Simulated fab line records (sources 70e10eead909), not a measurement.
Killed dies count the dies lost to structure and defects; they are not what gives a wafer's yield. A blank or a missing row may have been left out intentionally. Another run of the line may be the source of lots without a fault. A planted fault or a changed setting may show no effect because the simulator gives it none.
fab line records	flow nand_harc
record lots=24	wafers=72	last_day=24
route steps=1159 shown A_STAIRCASE@676 A_SLIT@780
lots untouched by any fault: they come from a run of this same line in which no faults occurred
start_h: hours from the record's first day to the start of the lot's first wafer shown	wait_h: hours from the lot's prior step to this one	" as in the row above	L1.1+2: one row covering several wafers at once	- value missing, or start not given	* or withheld: withheld	< > ~ a bound
route shown NAME@n: names a module that has steps shown in the file, with the first one's number in the route	usual: the fault-free wafers' mean and standard deviation	same: alike in all rows	chamber/n: place in a boat	sites: the reading at each site	_std_site: how widely they spread, as a standard deviation	_edge_site: outer sites' mean less inner sites'	radius_mm: for every site, how far away it sits from the centre of the wafer	mask NAME#n: copy n	behind: the last tool/chamber to shape the wafer	hold: cause of the lot's hold/its duration in hours/its outcome	device: whichever transistor did not switch (one of n, p or np)	end of line: the same wafers' tests at the end of the route	a step given without rows: its recipe and nothing more	killed: dies lost to structure and defects at the first sort, not the wafer's yield	map: a wafer's dies, marking killed ones x, the rest . and places with no die _
set.NAME: the run value of the setting; set.NAME@STEP: its run value at that earlier step	model.NAME: the simulator's own value behind a step, which no gauge read
the route's steps for a sample of lots (tables are steps, rows are wafers)
services: from which hour (start_h, from the record's first day; less than 0 if before it) a tool's chamber was out of use, for how many hours, and why
## steps
# step NHARC_A_STAIRCASE_DEP_301
# recipe target_thk_a=300	target_thk_nm=30	temp_c=400	pressure_torr=3.5	flow_sccm=200	rf_w=350	material=SiON
# usual heater_power_w=754/80	showerhead_vpp_V=1128/82
lot.wafer	tool	chamber	start_h	wait_h	heater_power_w	showerhead_vpp_V
L076.1	pecvd-02	0	274.22	1.6	875	1295
L076.5	"	1	"	"	826	1076
L076.6	"	0	"	"	866	1296
L074.2	pecvd-02	0	276.12	1.3	894	1277
L074.3	"	1	"	"	750	1085
L074.4	"	2	"	"	667	1022
L075.3	pecvd-02	1	276.51	1.0	785	1067
L075.4	"	1	"	"	799	1068
L075.6	"	2	"	"	752	1034
L079.1	pecvd-01	1	284.25	1.6	700	1092
L079.2	"	2	"	"	742	1228
L079.6	"	0	"	"	741	1124
L078.1	pecvd-02	2	286.71	1.6	774	1035
L078.2	"	1	"	"	709	1063
L078.4	"	2	"	"	732	1023
L077.1	pecvd-02	2	287.94	1.6	736	1021
L077.5	"	1	"	"	708	1068
L077.6	"	2	"	"	738	1031
L080.1	pecvd-01	1	289.87	1.6	654	1104
L080.3	"	2	"	"	790	1231
L080.6	"	0	"	"	841	1130
L081.1	pecvd-02	2	293.95	1.6	773	1023
L081.2	"	0	"	"	859	1281
L081.6	"	2	"	"	781	1025
L082.3	pecvd-01	2	320.03	0.9	681	1235
L082.2	"	1	"	"	601	1118
L082.6	"	0	"	"	768	1122
L084.2	pecvd-01	1	324.52	1.3	624	1108
L084.1	"	2	"	"	775	1209
L084.5	"	0	"	"	735	1127
L083.3	pecvd-03	2	328.48	0.9	852	1163
L083.1	"	1	"	"	676	1036
L083.6	"	0	"	"	732	1180
L086.1	pecvd-02	1	331.63	1.6	837	1084
L086.6	"	2	"	"	731	1023
L086.5	"	0	"	"	919	1289
L088.2	pecvd-01	0	334.41	1.2	807	1107
L088.3	"	2	"	"	748	1254
L088.6	"	2	"	"	759	1224
L085.1	pecvd-03	0	336.50	1.6	780	1161
L085.6	"	2	"	"	847	1178
L085.4	"	0	"	"	778	1135
L089.1	pecvd-01	1	348.32	1.6	669	1112
L089.5	"	0	"	"	757	1134
L089.6	"	1	"	"	696	1105
L087.3	pecvd-03	1	349.28	1.2	598	1038
L087.1	"	2	"	"	861	1153
L087.4	"	0	"	"	827	1164
L090.4	pecvd-03	2	361.42	0.8	831	1166
L090.6	"	1	"	"	712	1037
L090.5	"	2	"	"	874	1149
L092.4	pecvd-03	2	370.22	0.8	798	1183
L092.6	"	2	"	"	805	1173
L092.5	"	1	"	"	709	1028
L091.3	pecvd-01	1	370.99	1.0	684	1095
L091.1	"	2	"	"	784	1225
L091.4	"	0	"	"	760	1131
L094.4	pecvd-01	1	377.20	0.8	686	1103
L094.6	"	2	"	"	657	1210
L094.5	"	0	"	"	805	1118
L093.3	pecvd-02	1	378.45	0.9	850	1095
L093.1	"	2	"	"	719	1015
L093.4	"	1	"	"	853	1062
L095.2	pecvd-02	0	391.12	1.3	792	1314
L095.1	"	1	"	"	811	1080
L095.4	"	2	"	"	714	1025
L096.3	pecvd-01	0	398.38	0.9	789	1123
L096.6	"	1	"	"	570	1099
L096.4	"	2	"	"	739	1247
L097.1	pecvd-03	0	399.75	1.6	712	1133
L097.2	"	1	"	"	614	1039
L097.4	"	1	"	"	615	1053
# step NHARC_A_STAIRCASE_ETCH_453
# recipe target_depth_a=300	overetch_a=30	time_s=16.5	ion_energy_ev=100	cf4_flow_sccm=80	o2_flow_sccm=20	ar_flow_sccm=0	rf_w=300	bias_w=100	chemistry=CF4/O2
# usual bias_w=99.99/0.28	drypump_motor_current_A=5.7/0.38	oes_product_au=1.002/0.0094	rf_vpp_V=197.0/1.3	showerhead_plenum_p_Torr=1.30/0.048	throttle_valve_pct=13.398/0.0092
lot.wafer	tool	chamber	start_h	wait_h	bias_w	drypump_motor_current_A	oes_product_au	rf_hours_counter_h	rf_vpp_V	showerhead_plenum_p_Torr	throttle_valve_pct
L076.1	rie_diel-08	0	-	-	99.73	5.7	1.012	57	195.4	1.26	13.384
L076.5	"	0	"	"	99.81	5.7	1.024	-	196.9	1.26	13.405
L076.6	"	1	"	"	99.58	5.5	1.002	-	197.8	1.32	13.411
L074.3	rie_diel-08	3	-	-	99.69	5.5	1.018	58	196.6	1.26	13.392
L074.4	"	1	"	"	100.02	5.5	1.018	50	197.2	1.32	13.403
L074.2	"	2	"	"	100.02	5.9	0.994	39	196.5	1.28	13.406
L075.3	rie_diel-01	3	-	-	99.93	5.3	0.990	49	197.2	1.31	13.385
L075.4	"	0	"	"	99.59	6.7	1.004	53	196.8	1.25	13.415
L075.6	"	3	"	"	100.11	5.3	0.975	-	197.6	1.31	13.403
L079.1	rie_diel-07	1	-	-	100.01	5.6	1.016	14	198.0	1.32	13.395
L079.2	"	2	"	"	100.19	5.9	1.001	14	199.2	1.35	13.391
L079.6	"	0	"	"	100.22	5.8	1.005	-	201.6	1.43	13.402
L077.1	rie_diel-08	3	-	-	100.18	5.6	1.004	61	195.1	1.26	13.401
L077.6	"	1	"	"	99.40	5.5	0.999	-	196.6	1.32	13.406
L077.5	"	2	"	"	100.51	6.0	0.987	-	197.7	1.28	13.399
L078.4	rie_diel-07	0	-	-	99.90	5.8	0.999	15	197.9	1.43	13.383
L078.2	"	1	"	"	99.97	5.7	1.009	15	197.8	1.32	13.381
L078.1	"	2	"	"	100.11	5.9	0.994	15	198.7	1.35	13.391
L080.1	rie_diel-01	2	-	-	100.27	6.0	1.004	56	198.2	1.37	13.389
L080.3	"	3	"	"	100.29	5.3	0.989	53	197.6	1.31	13.389
L080.6	"	2	"	"	100.21	6.0	1.001	-	198.9	1.37	13.392
L081.2	rie_diel-08	2	-	-	99.55	6.0	1.004	43	197.1	1.28	13.399
L081.1	"	3	"	"	99.69	5.5	1.007	62	195.5	1.26	13.398
L081.6	"	3	"	"	99.84	5.5	1.012	-	196.2	1.26	13.405
L082.2	rie_diel-07	1	-	-	99.85	5.6	1.012	28	199.0	1.32	13.421
L082.3	"	2	"	"	99.83	6.0	1.020	30	197.3	1.34	13.394
L082.6	"	3	"	"	99.70	5.2	0.990	-	198.5	1.32	13.404
L084.2	rie_diel-01	3	-	-	100.23	5.3	0.992	0	197.3	1.31	13.397
L084.1	"	1	"	"	100.25	5.1	1.008	1	196.5	1.26	13.387
L084.5	"	2	"	"	99.53	5.9	1.002	-	199.1	1.37	13.391
L083.3	rie_diel-08	1	-	-	99.74	5.5	0.993	9	196.2	1.32	13.385
L083.1	"	3	"	"	100.19	5.5	1.003	11	196.1	1.25	13.391
L083.6	"	2	"	"	100.42	6.0	1.009	-	195.9	1.28	13.397
L086.1	rie_diel-08	0	-	-	99.95	5.8	1.001	12	195.2	1.25	13.402
L086.6	"	1	"	"	99.63	5.5	0.989	-	196.0	1.31	13.406
L086.5	"	2	"	"	99.90	6.0	0.998	-	198.3	1.28	13.378
L088.3	rie_diel-01	1	-	-	99.94	5.1	0.998	4	196.2	1.26	13.376
L088.2	"	2	"	"	99.64	6.0	0.993	4	199.3	1.37	13.404
L088.6	"	1	"	"	99.88	5.1	1.003	-	195.8	1.26	13.394
L085.4	rie_diel-07	1	-	-	99.89	5.6	1.011	35	197.7	1.32	13.397
L085.1	"	0	"	"	100.56	5.8	1.007	31	199.4	1.42	13.398
L085.6	"	2	"	"	100.24	5.9	1.014	-	197.0	1.34	13.402
L089.1	rie_diel-08	3	-	-	100.16	5.6	1.003	18	195.8	1.25	13.402
L089.6	"	0	"	"	100.10	5.8	1.007	-	196.7	1.25	13.389
L089.5	"	3	"	"	99.84	5.5	1.008	-	197.0	1.25	13.381
L087.3	rie_diel-07	3	-	-	100.20	5.3	1.002	39	197.0	1.32	13.391
L087.4	"	0	"	"	99.50	5.8	1.009	34	199.3	1.42	13.396
L087.1	"	2	"	"	99.76	5.9	1.006	40	199.2	1.34	13.388
L090.6	rie_diel-08	3	-	-	100.04	5.5	0.999	-	197.0	1.25	13.407
L090.4	"	0	"	"	100.74	5.7	1.003	-	197.1	1.25	13.389
L090.5	"	2	"	"	100.14	5.9	1.002	-	196.2	1.27	13.395
L092.4	rie_diel-08	1	-	-	100.39	5.5	0.993	19	198.3	1.31	13.398
L092.5	"	0	"	"	99.94	5.7	0.997	-	197.2	1.25	13.395
L092.6	"	1	"	"	100.32	5.5	1.003	-	197.1	1.31	13.386
L091.4	rie_diel-08	1	-	-	99.99	5.5	0.987	19	197.3	1.31	13.391
L091.1	"	3	"	"	100.53	5.5	1.010	30	195.9	1.25	13.400
L091.3	"	0	"	"	99.94	5.8	1.003	30	195.5	1.25	13.392
L094.4	rie_diel-01	1	-	-	100.46	5.1	0.995	18	195.0	1.26	13.421
L094.6	"	1	"	"	99.93	5.1	0.997	-	196.1	1.26	13.413
L094.5	"	2	"	"	99.46	6.0	1.005	-	198.3	1.37	13.388
L093.4	rie_diel-08	3	-	-	99.79	5.6	1.005	31	196.2	1.25	13.392
L093.1	"	1	"	"	99.91	5.5	0.992	21	197.8	1.31	13.415
L093.3	"	2	"	"	99.76	6.0	1.007	28	196.4	1.27	13.402
L095.1	rie_diel-01	0	-	-	100.44	6.7	1.011	28	196.3	1.24	13.404
L095.2	"	2	"	"	100.00	6.0	1.004	25	199.3	1.36	13.408
L095.4	"	0	"	"	99.86	6.7	1.012	-	196.9	1.24	13.389
L096.3	rie_diel-01	2	-	-	99.64	6.1	0.997	27	199.7	1.36	13.406
L096.4	"	3	"	"	99.72	5.3	0.986	30	196.3	1.30	13.395
L096.6	"	2	"	"	100.04	6.0	1.000	-	198.6	1.36	13.404
L097.2	rie_diel-08	2	-	-	100.18	6.0	1.001	36	194.6	1.27	13.398
L097.1	"	3	"	"	100.15	5.6	1.007	38	196.2	1.25	13.391
L097.4	"	0	"	"	100.20	5.7	1.010	39	196.0	1.25	13.401
# step NHARC_A_STAIRCASE_ALD_420
# recipe target_thk_a=200	pulse_time_s=6	ald_cycles=200	temp_c=300	material=SiO2
# usual heater_power_w=464/35	precursor_pulse_height_rel=1.000/0.021
lot.wafer	tool	chamber	start_h	wait_h	heater_power_w	precursor_pulse_height_rel
L076.1	ald_hk-04	3	283.22	-	440	1.009
L076.6	"	3	"	"	433	0.993
L076.5	"	0	"	"	434	1.028
L074.4	ald_hk-03	3	283.22	-	450	0.982
L074.2	"	0	"	"	493	0.957
L074.3	"	2	"	"	465	0.987
L075.3	ald_hk-01	3	283.38	-	443	0.977
L075.4	"	0	"	"	401	1.004
L075.6	"	3	"	"	430	0.987
L079.1	ald_hk-01	1	293.89	-	477	1.037
L079.2	"	3	"	"	443	0.988
L079.6	"	1	"	"	463	0.981
L077.1	ald_hk-03	2	298.64	-	452	1.035
L077.5	"	3	"	"	446	0.987
L077.6	"	0	"	"	489	0.956
L078.2	ald_hk-04	3	299.23	-	436	0.995
L078.4	"	1	"	"	483	1.049
L078.1	"	2	"	"	452	0.996
L080.1	ald_hk-03	1	299.27	-	509	0.985
L080.3	"	3	"	"	448	1.015
L080.6	"	1	"	"	519	1.035
L081.1	ald_hk-01	0	302.87	-	393	0.958
L081.2	"	1	"	"	468	0.991
L081.6	"	1	"	"	480	0.994
L082.2	ald_hk-01	3	330.95	-	437	1.044
L082.3	"	1	"	"	468	0.991
L082.6	"	2	"	"	518	1.003
L084.1	ald_hk-04	3	335.59	2.2	425	1.006
L084.2	"	2	"	"	447	0.996
L084.5	"	3	"	"	450	1.042
L083.1	ald_hk-01	3	340.74	-	442	1.034
L083.3	"	0	"	"	398	1.028
L083.6	"	2	"	"	514	0.988
L086.1	ald_hk-04	1	340.97	-	481	1.026
L086.5	"	3	"	"	434	1.038
L086.6	"	0	"	"	441	0.998
L088.3	ald_hk-04	3	343.72	-	436	0.964
L088.2	"	0	"	"	430	0.966
L088.6	"	3	"	"	440	0.963
L085.4	ald_hk-01	2	343.73	-	519	1.025
L085.1	"	3	"	"	438	0.989
L085.6	"	1	"	"	476	0.971
L089.1	ald_hk-01	3	357.70	-	442	1.003
L089.6	"	1	"	"	460	1.005
L089.5	"	2	"	"	521	1.020
L087.3	ald_hk-01	2	358.33	-	524	1.017
L087.4	"	3	"	"	439	0.994
L087.1	"	0	"	"	402	1.006
L090.4	ald_hk-03	0	370.97	-	469	1.017
L090.6	"	0	"	"	470	1.019
L090.5	"	1	"	"	524	1.028
L091.1	ald_hk-04	1	382.31	-	465	0.982
L091.4	"	2	"	"	437	0.992
L091.3	"	0	"	"	458	0.980
L092.4	ald_hk-03	3	382.55	-	467	1.016
L092.5	"	2	"	"	449	1.027
L092.6	"	3	"	"	466	1.001
L093.1	ald_hk-03	0	386.49	-	478	0.964
L093.3	"	1	"	"	526	1.008
L093.4	"	2	"	"	446	1.020
L094.4	ald_hk-04	1	386.65	-	463	1.004
L094.6	"	3	"	"	426	1.002
L094.5	"	0	"	"	454	1.030
L095.1	ald_hk-03	2	400.28	-	459	1.005
L095.2	"	3	"	"	474	0.997
L095.4	"	1	"	"	550	1.008
L096.3	ald_hk-03	3	407.28	-	466	1.009
L096.4	"	2	"	"	462	1.014
L096.6	"	3	"	"	455	0.972
L097.1	ald_hk-03	3	408.22	1.0	462	0.995
L097.2	"	0	"	"	478	0.961
L097.4	"	2	"	"	454	1.009
# step NHARC_A_STAIRCASE_STRIP_475
# recipe time_s=20	o2_flow_sccm=500	ar_flow_sccm=0	bias_w=0	chemistry=O2
# usual drypump_motor_current_A=5.7/0.45	oes_product_au=1.001/0.0082	rf_vpp_V=57.5/0.9	showerhead_plenum_p_Torr=3.40/0.11	throttle_valve_pct=17.037/0.0083
# same bias_w=0
lot.wafer	tool	chamber	start_h	wait_h	drypump_motor_current_A	oes_product_au	rf_hours_counter_h	rf_vpp_V	showerhead_plenum_p_Torr	throttle_valve_pct
L075.4	rie_diel-08	1	-	-	5.5	0.992	5	56.9	3.48	17.054
L075.3	"	0	"	"	5.8	1.006	8	57.2	3.32	17.029
L075.6	"	1	"	"	5.5	0.982	-	57.4	3.48	17.039
L074.3	rie_diel-07	3	-	-	5.3	0.990	30	56.5	3.49	17.037
L074.2	"	1	"	"	5.7	1.015	28	57.9	3.49	17.035
L074.4	"	1	"	"	5.6	0.998	-	57.8	3.49	17.035
L076.1	rie_diel-08	0	-	-	5.7	1.007	8	57.9	3.32	17.035
L076.6	"	3	"	"	5.6	1.012	-	58.8	3.32	17.035
L076.5	"	0	"	"	5.8	1.007	-	58.0	3.32	17.038
L079.1	rie_diel-08	1	-	-	5.5	0.981	8	58.0	3.48	17.034
L079.2	"	0	"	"	5.7	0.997	10	56.9	3.32	17.040
L079.6	"	2	"	"	6.0	0.999	-	58.0	3.38	17.051
L080.1	rie_diel-01	1	-	-	5.1	1.012	4	57.4	3.34	17.029
L080.3	"	3	"	"	5.4	0.992	5	58.9	3.47	17.048
L080.6	"	2	"	"	5.9	1.007	-	56.6	3.61	17.028
L078.2	rie_diel-08	1	-	-	5.5	0.997	11	57.2	3.48	17.035
L078.1	"	3	"	"	5.5	0.999	14	55.7	3.32	17.026
L078.4	"	0	"	"	5.8	0.994	13	56.8	3.32	17.039
L077.1	rie_diel-07	2	-	-	5.9	1.000	37	58.5	3.54	17.041
L077.5	"	0	"	"	5.9	1.013	-	57.7	3.75	17.038
L077.6	"	1	"	"	5.6	1.011	-	57.8	3.49	17.037
L081.1	rie_diel-08	2	-	-	6.0	0.986	13	57.2	3.38	17.030
L081.2	"	3	"	"	5.5	1.002	16	57.2	3.32	17.038
L081.6	"	3	"	"	5.6	1.006	-	56.9	3.32	17.044
L082.3	rie_diel-01	1	-	-	5.1	1.004	15	58.4	3.34	17.038
L082.2	"	2	"	"	6.0	1.011	15	58.1	3.61	17.038
L082.6	"	2	"	"	6.0	1.009	-	56.5	3.61	17.033
L086.1	rie_diel-01	3	-	-	5.4	1.000	21	57.5	3.46	17.030
L086.5	"	1	"	"	5.1	1.003	-	57.4	3.34	17.026
L086.6	"	2	"	"	6.1	0.999	-	58.2	3.60	17.041
L085.4	rie_diel-01	0	-	-	6.7	1.009	20	58.5	3.29	17.053
L085.1	"	2	"	"	6.0	1.002	18	58.4	3.60	17.028
L085.6	"	0	"	"	6.7	1.002	-	57.3	3.29	17.026
L084.1	rie_diel-01	2	-	-	6.0	1.004	18	56.7	3.60	17.031
L084.2	"	3	"	"	5.4	1.001	21	56.9	3.46	17.022
L084.5	"	2	"	"	6.0	0.994	-	57.8	3.60	17.040
L083.1	rie_diel-08	2	-	-	6.0	0.995	27	57.6	3.37	17.041
L083.3	"	1	"	"	5.5	1.003	20	57.6	3.47	17.027
L083.6	"	2	"	"	6.0	1.005	-	56.8	3.37	17.039
L088.2	rie_diel-08	3	-	-	5.6	1.002	31	55.6	3.31	17.035
L088.3	"	0	"	"	5.8	1.011	31	56.2	3.31	17.024
L088.6	"	2	"	"	6.0	0.997	-	58.3	3.37	17.028
L087.3	rie_diel-08	2	-	-	6.0	0.999	34	57.7	3.37	17.032
L087.4	"	3	"	"	5.5	0.999	35	57.9	3.31	17.042
L087.1	"	0	"	"	5.7	0.993	36	57.7	3.31	17.049
L089.1	rie_diel-08	0	-	-	5.8	1.003	36	56.6	3.31	17.035
L089.5	"	2	"	"	6.0	0.990	-	58.1	3.36	17.030
L089.6	"	3	"	"	5.5	1.000	-	55.5	3.31	17.047
L090.4	rie_diel-01	2	-	-	6.0	1.001	30	57.1	3.60	17.038
L090.6	"	3	"	"	5.4	0.994	-	57.3	3.45	17.022
L090.5	"	0	"	"	6.7	1.014	-	55.6	3.28	17.034
L094.4	rie_diel-01	2	-	-	6.0	1.012	34	59.8	3.60	17.042
L094.5	"	0	"	"	6.7	1.007	-	55.7	3.28	17.056
L094.6	"	1	"	"	5.1	1.004	-	56.4	3.33	17.037
L093.4	rie_diel-01	3	-	-	5.4	1.000	38	56.8	3.45	17.039
L093.1	"	0	"	"	6.7	1.011	38	59.0	3.28	17.022
L093.3	"	2	"	"	6.0	1.000	35	57.8	3.60	17.040
L092.4	rie_diel-08	3	-	-	5.5	0.994	48	57.6	3.30	17.043
L092.6	"	3	"	"	5.6	1.003	-	57.0	3.30	17.037
L092.5	"	0	"	"	5.8	0.996	-	58.0	3.30	17.031
L091.1	rie_diel-01	0	-	-	6.7	1.007	39	57.6	3.28	17.038
L091.3	"	1	"	"	5.1	1.006	30	57.7	3.33	17.032
L091.4	"	3	"	"	5.4	0.995	39	56.7	3.45	17.033
L095.2	rie_diel-08	1	-	-	5.5	1.001	47	59.0	3.46	17.046
L095.4	"	3	"	"	5.5	1.003	55	58.3	3.30	17.052
L095.1	"	0	"	"	5.8	0.994	54	57.9	3.30	17.058
L097.2	rie_diel-01	3	-	-	5.4	0.988	46	58.3	3.44	17.040
L097.4	"	0	"	"	6.7	1.002	47	56.9	3.27	17.038
L097.1	"	2	"	"	6.1	1.009	44	58.8	3.59	17.024
L096.3	rie_diel-08	1	-	-	5.5	1.003	49	57.4	3.46	17.045
L096.4	"	2	"	"	6.0	1.010	56	57.3	3.35	17.036
L096.6	"	1	"	"	5.5	0.999	-	57.3	3.46	17.042
# step NHARC_A_SLIT_DEP_00
# recipe target_thk_a=32000	temp_c=400	material=aC
# usual throttle_valve_pct=34.999/0.01
lot.wafer	tool	chamber	start_h	wait_h	throttle_valve_pct
L076.1	acl_dep-01	0	330.66	-	34.989
L076.5	"	0	331.97	-	35.002
L076.6	"	0	"	"	34.979
L075.3	acl_dep-02	0	331.25	-	35.001
L075.4	"	0	"	"	35.010
L075.6	"	0	"	"	35.002
L074.2	acl_dep-03	0	331.93	-	35.001
L074.3	"	0	"	"	35.011
L074.4	"	0	"	"	34.987
L079.1	acl_dep-02	0	337.85	-	35.003
L079.2	"	0	"	"	35.007
L079.6	"	0	339.49	-	35.000
L080.1	acl_dep-02	0	347.51	-	34.989
L080.3	"	0	"	"	35.005
L080.6	"	0	"	"	35.001
L081.1	acl_dep-03	0	348.27	-	35.009
L081.2	"	0	"	"	35.002
L081.6	"	0	349.91	-	34.994
L077.1	acl_dep-01	0	349.03	-	34.995
L077.5	"	0	350.33	-	34.998
L077.6	"	0	"	"	35.006
L078.1	acl_dep-02	0	349.48	-	34.989
L078.2	"	0	"	"	34.997
L078.4	"	0	"	"	35.005
L082.2	acl_dep-01	0	378.46	-	34.996
L082.3	"	0	"	"	34.979
L082.6	"	0	"	"	35.003
L083.1	acl_dep-02	0	385.07	-	34.983
L083.3	"	0	"	"	35.005
L083.6	"	0	"	"	35.010
L085.1	acl_dep-01	0	385.31	-	34.986
L085.4	"	0	"	"	35.013
L085.6	"	0	"	"	35.014
L084.1	acl_dep-03	0	385.76	-	34.998
L084.2	"	0	"	"	34.991
L084.5	"	0	"	"	34.982
L086.1	acl_dep-02	0	387.02	-	35.025
L086.5	"	0	388.31	-	35.012
L086.6	"	0	"	"	35.000
L088.2	acl_dep-01	0	387.60	-	34.988
L088.3	"	0	"	"	35.013
L088.6	"	0	"	"	35.002
L089.1	acl_dep-02	0	403.63	-	35.006
L089.5	"	0	404.94	-	34.999
L089.6	"	0	"	"	34.991
L087.1	acl_dep-01	0	404.01	-	35.008
L087.3	"	0	"	"	34.994
L087.4	"	0	"	"	35.008
L090.4	acl_dep-01	0	419.16	-	35.008
L090.5	"	0	"	"	35.004
L090.6	"	0	"	"	34.994
L093.1	acl_dep-01	0	427.74	-	34.991
L093.3	"	0	"	"	34.981
L093.4	"	0	"	"	35.001
L092.4	acl_dep-03	0	428.47	-	34.993
L092.5	"	0	"	"	35.020
L092.6	"	0	"	"	35.003
L094.4	acl_dep-02	0	428.70	-	34.995
L094.5	"	0	"	"	34.993
L094.6	"	0	"	"	35.001
L091.1	acl_dep-03	0	433.86	-	34.996
L091.3	"	0	"	"	34.997
L091.4	"	0	"	"	35.013
L095.1	acl_dep-02	0	448.54	-	35.003
L095.2	"	0	"	"	34.973
L095.4	"	0	"	"	35.004
L097.1	acl_dep-01	0	455.47	-	34.998
L097.2	"	0	"	"	35.005
L097.4	"	0	"	"	35.010
L096.3	acl_dep-03	0	456.11	-	34.991
L096.4	"	0	"	"	35.017
L096.6	"	0	"	"	34.989
# step NHARC_A_SLIT_DEP_23
# recipe target_thk_a=1000	target_thk_nm=100	temp_c=400	pressure_torr=3.5	flow_sccm=200	rf_w=350	material=SiON
# usual heater_power_w=722/87	showerhead_vpp_V=1162/73
lot.wafer	tool	chamber	start_h	wait_h	heater_power_w	showerhead_vpp_V
L075.3	pecvd-04	2	332.63	1.1	743	1170
L075.4	"	1	"	"	567	1132
L075.6	"	2	"	"	734	1193
L076.1	pecvd-03	0	332.65	1.7	857	1164
L076.6	"	0	"	"	835	1150
L076.5	"	2	"	"	865	1166
L074.3	pecvd-04	2	333.59	1.0	671	1166
L074.2	"	1	"	"	621	1130
L074.4	"	2	"	"	662	1167
L079.1	pecvd-04	2	339.86	1.7	719	1186
L079.2	"	0	"	"	733	1293
L079.6	"	0	"	"	732	1275
L080.3	pecvd-04	1	349.56	1.1	634	1147
L080.1	"	0	"	"	697	1288
L080.6	"	1	"	"	643	1124
L081.2	pecvd-04	1	350.26	1.3	565	1131
L081.1	"	2	"	"	733	1171
L081.6	"	1	"	"	574	1132
L077.1	pecvd-03	2	351.03	1.7	813	1166
L077.6	"	1	"	"	684	1050
L077.5	"	0	"	"	770	1159
L078.1	pecvd-03	1	351.47	1.7	684	1029
L078.2	"	2	"	"	802	1151
L078.4	"	2	"	"	806	1196
L082.2	pecvd-03	1	380.17	1.4	704	1048
L082.3	"	1	"	"	713	1039
L082.6	"	1	"	"	573	1050
L083.1	pecvd-03	2	387.05	1.6	758	1153
L083.3	"	0	"	"	819	1128
L083.6	"	0	"	"	871	1140
L085.1	pecvd-03	1	387.35	1.7	720	1028
L085.6	"	2	"	"	826	1174
L085.4	"	0	"	"	846	1164
L084.1	pecvd-03	2	387.80	1.7	786	1162
L084.2	"	0	"	"	860	1135
L084.5	"	2	"	"	793	1153
L086.1	pecvd-03	2	389.04	1.7	830	1164
L086.5	"	0	"	"	833	1170
L086.6	"	1	"	"	679	1041
L088.3	pecvd-04	1	389.28	1.0	580	1137
L088.2	"	2	"	"	714	1170
L088.6	"	2	"	"	708	1174
L089.1	pecvd-04	2	405.61	1.7	756	1160
L089.5	"	0	"	"	778	1284
L089.6	"	1	"	"	616	1135
L087.3	pecvd-04	1	405.99	1.0	552	1143
L087.1	"	0	"	"	748	1268
L087.4	"	1	"	"	553	1162
L090.4	pecvd-03	2	420.27	0.8	832	1169
L090.5	"	0	"	"	860	1135
L090.6	"	1	"	"	648	1042
L092.5	pecvd-04	0	429.55	0.4	721	1287
L092.6	"	1	"	"	540	1140
L092.4	"	2	"	"	670	1165
L093.3	pecvd-03	0	429.72	1.0	846	1174
L093.1	"	1	"	"	688	1036
L093.4	"	1	"	"	690	1033
L094.6	pecvd-04	2	429.79	0.1	705	1183
L094.5	"	0	"	"	661	1286
L094.4	"	1	"	"	595	1151
L091.3	pecvd-01	1	435.85	1.0	624	1083
L091.1	"	2	"	"	811	1235
L091.4	"	2	"	"	794	1239
L095.2	pecvd-04	0	450.70	1.5	695	1281
L095.1	"	1	"	"	670	1159
L095.4	"	0	"	"	713	1314
L096.3	pecvd-01	0	457.42	1.0	728	1130
L096.4	"	0	"	"	737	1129
L096.6	"	1	"	"	617	1102
L097.2	pecvd-04	0	457.49	1.4	659	1276
L097.1	"	1	"	"	654	1144
L097.4	"	2	"	"	763	1173
## services
tool	chamber	start_h	hours	kind
rie_diel-08	3	254.08	6.2	repair
rie_diel-08	0	257.49	-	clean
rie_diel-08	1	257.49	-	clean
rie_diel-08	2	257.49	-	clean
pecvd-02	0	277.81	12.3	repair
pecvd-03	-	292.09	13.0	pm
acl_dep-01	-	293.95	13.0	pm
rie_diel-08	-	302.88	9.0	pm
rie_diel-01	-	314.93	9.0	pm
rie_diel-08	-	321.30	0.4	repair
ald_hk-03	-	322.00	10.0	pm
pecvd-03	-	322.14	0.4	repair
pecvd-02	-	334.20	13.0	pm
rie_diel-08	1	348.57	18.6	repair
acl_dep-02	-	351.42	13.0	pm
pecvd-03	0	360.14	23.0	repair
pecvd-04	-	376.15	13.0	pm
rie_diel-01	1	385.95	10.3	repair
ald_hk-01	-	390.85	0.7	repair
rie_diel-07	-	405.57	9.0	pm
ald_hk-01	-	406.15	10.0	pm
acl_dep-03	-	406.18	13.0	pm
pecvd-01	-	418.40	13.0	pm
ald_hk-03	-	430.26	2.4	repair
## key
fault none
